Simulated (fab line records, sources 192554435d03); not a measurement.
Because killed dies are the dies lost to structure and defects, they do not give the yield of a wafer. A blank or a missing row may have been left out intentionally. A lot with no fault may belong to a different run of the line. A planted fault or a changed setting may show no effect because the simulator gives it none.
Struck lot and sound lot, side by side	flow n5 finfet	16 steps out of a route of 1938
Sound: wafers L559.2, L559.4, L559.5. Struck: wafers L569.2, L569.3 (left out: L569.6, a lot-mate that was not struck); the cause follows at the end.
Order at every step that has rows: each side's tool, ch and its chambers, its first start. Under that, the readings that differ: sound wafers	struck wafers	difference of the means	sigmas: that difference in standard deviations of wafers without a fault.
alike: same words and numbers on both sides, and readings whose means sit less than 2 such deviations apart. not compared: any withheld reading, any reading some wafer has no value for, any bound like >300 that may hide the same value, and any number with overlapping values for which the record gives no deviation.
Wherever a step has rows on one side only, a row that says differs or no value, or a row with sigmas, the two part there. Numbers that have no deviation but don't overlap get no sigmas and don't part them. A reading missing from all wafers of one side parts the sides only when that side holds two or more wafers.

first, 8 steps without rows for these wafers: N5_BEOL_M0_SAQP_COAT_72 (time 60 s, resist thk 15 nm); N5_BEOL_M0_SAQP_COAT_87 (time 60 s, resist thk 5 nm); N5_BEOL_M0_SAQP_COAT_34 (resist thk 30 nm); N5_BEOL_M0_SAQP_EBR_36; N5_BEOL_M0_SAQP_SOFTBAKE_35 (time 60 s); N5_BEOL_M0_SAQP_EXPOSE_37 (exposes mask M0 CUT1, target cd 30 nm); N5_BEOL_M0_SAQP_PEB_38 (peb time 60 s); N5_BEOL_M0_SAQP_DEVELOP_39 (develop time 30 s).
N5_BEOL_M0_SAQP_CD_MEAS_40 targets a cd of 30 nm.
  sound on cd sem-03 ch 0, day 7 03:56; struck on cd sem-02 ch 0, day 9 15:37
  alike: cd nm
N5_BEOL_M0_SAQP_OVL_MEAS_41:
  sound on overlay-01 ch 0, day 7 03:58; struck on overlay-01 ch 0, day 9 15:40
  alike: M0_CUT1_OVL
N5_BEOL_M0_SAQP_INSPECT_42: inspects for defects (brightfield).
  struck on defect inspect-02, day 9 15:43; sound on defect inspect-01, day 7 04:01
  alike: raw defect count
N5_BEOL_M0_SAQP_DESCUM_45: chemistry O2, time 7 s.
  sound on rie diel-02 ch 0,1,3, day 7 04:08; struck on rie diel-04 ch 0,1, day 9 15:49
  alike: chamber pressure mTorr, drypump motor current A, oes product au, rf vpp V, showerhead plenum p Torr, throttle valve pct
  not compared: rf hours counter h
N5_BEOL_M0_SAQP_ETCH_88: etches underlayer in N2/H2, target depth 6.5 nm, time 5.2 s.
  sound on rie diel-02 ch 0,1,3, day 7 04:10; struck on rie diel-04 ch 0,1, day 9 15:51
reading	sound	struck	difference	sigmas
etch rf on time s (s)	5.23 5.26 5.30	6.55 6.42	+1.22	+8
  alike: chamber pressure mTorr, drypump motor current A, h2 flow sccm, oes product au, rf vpp V, showerhead plenum p Torr, throttle valve pct
  not compared: rf hours counter h
N5_BEOL_M0_SAQP_ETCH_73: etches SiARC in CF4, target depth 19.5 nm, time 32.5 s.
  sound on rie diel-02 ch 0,1,3, day 7 04:11; struck on rie diel-04 ch 0,1, day 9 15:52
  alike: chamber pressure mTorr, drypump motor current A, etch rf on time s, oes product au, rf vpp V, showerhead plenum p Torr, throttle valve pct
  not compared: rf hours counter h
-- the record jumps here: 3 days lie between the struck wafers' starts before and after (it left off in module BEOL_M0_SAQP and takes up again in module BEOL_M4, whose first step shown is number 1111 of the route) --
N5_BEOL_M4_RC_MEAS_101:
  sound on prober-02 ch 0, day 9 19:25; struck on prober-01 ch 0, day 12 17:35
  alike: DIBL_N, DIBL_P, IOFF_N, IOFF_P, ION_N, ION_P, SS_N, SS_P, VT_N, VT_P
-- a jump in the record: the struck wafers' starts before and after are 5 days apart (it breaks off in module BEOL_M4 and resumes in module PASSIVATION, where the first step shown is number 1936 of the route) --
N5_PASSIVATION_PROBE_49:
  record: rows for the struck wafers here (prober-01, day 17 13:33), none for the sound ones

WHERE THEY PART
Earliest at N5_BEOL_M0_SAQP_ETCH_88; latest, in this record, at N5_PASSIVATION_PROBE_49.

WHY: what the simulator had put in
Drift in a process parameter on rie diel-04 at N5_BEOL_M0_SAQP_ETCH_88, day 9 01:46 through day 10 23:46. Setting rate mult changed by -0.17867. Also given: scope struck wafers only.
